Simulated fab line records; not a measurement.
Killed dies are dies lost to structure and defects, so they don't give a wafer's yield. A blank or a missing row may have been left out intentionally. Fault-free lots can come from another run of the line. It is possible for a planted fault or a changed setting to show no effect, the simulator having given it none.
Matching of chambers ; flow n5_finfet ; N5_BEOL_M8_CURE_75 on uv_cure-03: 3 sister chambers
The step cures SiCOH lowk, time 120 s. 3 wafers are shown with their chamber, then 12 later ones without.

## WAFERS, EACH WITH ITS CHAMBER
wafer;chamber;wafer_temp_C_max
L083.6;0;372.8
L086.6;2;371.9
L093.3;1;371.6

## WAFERS WHOSE CHAMBER IS MISSING
wafer;wafer_temp_C_max
L094.1;372.8
L094.3;371.9
L094.6;371.9
L094.2;371.8
L094.4;372.3
L094.5;372.3
L092.1;372.3
L092.3;372.6
L092.5;372.8
L092.2;372.3
L092.4;372.6
L092.6;371.9

## CHAMBER TAKEN BY EACH
wafer;from the rows above;in truth
L094.1;0;0
L094.3;can't be placed: 2 or 1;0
L094.6;can't be placed: 2 or 1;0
L094.2;can't be placed: 2 or 1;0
L094.4;can't be placed: 2 or 0 or 1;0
L094.5;can't be placed: 2 or 0 or 1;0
L092.1;can't be placed: 2 or 0 or 1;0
L092.3;0;0
L092.5;0;0
L092.2;can't be placed: 2 or 0 or 1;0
L092.4;0;0
L092.6;can't be placed: 2 or 1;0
4 of 12 placed correctly. From these rows, 8 cannot be placed; in 4 the true chamber is one of the candidates. 0 placed wrongly.
How it was worked out, from the rows above alone: a wafer's distance from a chamber is the root of the sum, over the readings, of the square of ((its reading less the chamber's mean) divided by the reading's scatter). If the next closest chamber is less than 2 further off than the closest, the wafer can't be placed; otherwise it belongs to the closest. The mean given for a chamber averages the wafers shown for that chamber. The scatter: with one shown wafer a chamber, the root of the mean of the squares of how far each hidden wafer lies from its nearest shown one.
